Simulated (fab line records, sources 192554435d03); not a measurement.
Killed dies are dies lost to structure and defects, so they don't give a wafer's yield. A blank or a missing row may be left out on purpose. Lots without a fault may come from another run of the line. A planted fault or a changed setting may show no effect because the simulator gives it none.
Chamber matching | flow n5_finfet | N5_ILD0_CMP_03 on cmp-02: 4 sister chambers
The step polishes, stops on SiNx, t overpolish 1.9 s, target thk 197.38 nm. 8 wafers are shown with their chamber, then 8 later ones without.

WAFERS WITH THEIR CHAMBER
wafer  | chamber | motor_current_A (A) | time_to_endpoint_s (s)
L088.2 | 1       | 13.1                | 68.4
L089.1 | 3       | 11.4                | 69.9
L089.2 | 2       | 13.8                | 70.8
L089.4 | 0       | 12.4                | 73.0
L090.1 | 2       | 14.1                | 71.9
L090.2 | 0       | 12.2                | 74.8
L090.3 | 1       | 13.5                | 72.9
L091.3 | 3       | 11.1                | 71.5

WAFERS WITHOUT THEIR CHAMBER
wafer  | motor_current_A (A) | time_to_endpoint_s (s)
L091.4 | 13.7                | 68.5
L091.6 | 10.6                | 70.8
L095.1 | 12.4                | 73.2
L095.2 | 13.6                | 72.8
L095.3 | 13.9                | 73.6
L097.1 | 10.7                | 72.9
L097.3 | 14.1                | 72.3
L097.6 | 13.9                | 71.8

WHICH CHAMBER EACH WENT THROUGH
wafer  | from the rows above     | in truth
L091.4 | can't be placed: 2 or 1 | 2
L091.6 | 3                       | 3
L095.1 | 0                       | 0
L095.2 | can't be placed: 2 or 1 | 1
L095.3 | can't be placed: 2 or 1 | 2
L097.1 | 3                       | 3
L097.3 | 2                       | 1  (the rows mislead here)
L097.6 | 2                       | 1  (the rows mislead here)
Placed correctly: 3 of 8. Can't be placed from these rows: 3 (the true chamber is among the candidates in 3). Placed wrongly: 2.
How it was worked out, from the rows above alone: a wafer's distance from a chamber is the root of the sum, over the readings, of the square of ((its reading less the chamber's mean) divided by the reading's scatter). The wafer belongs to the nearest chamber; if the next one is less than 2 further off, it can't be placed. A chamber's mean is the mean of its shown wafers. The scatter: the root of (the sum of the squares of (reading less its chamber's mean) over the shown wafers, divided by (wafers less chambers)).
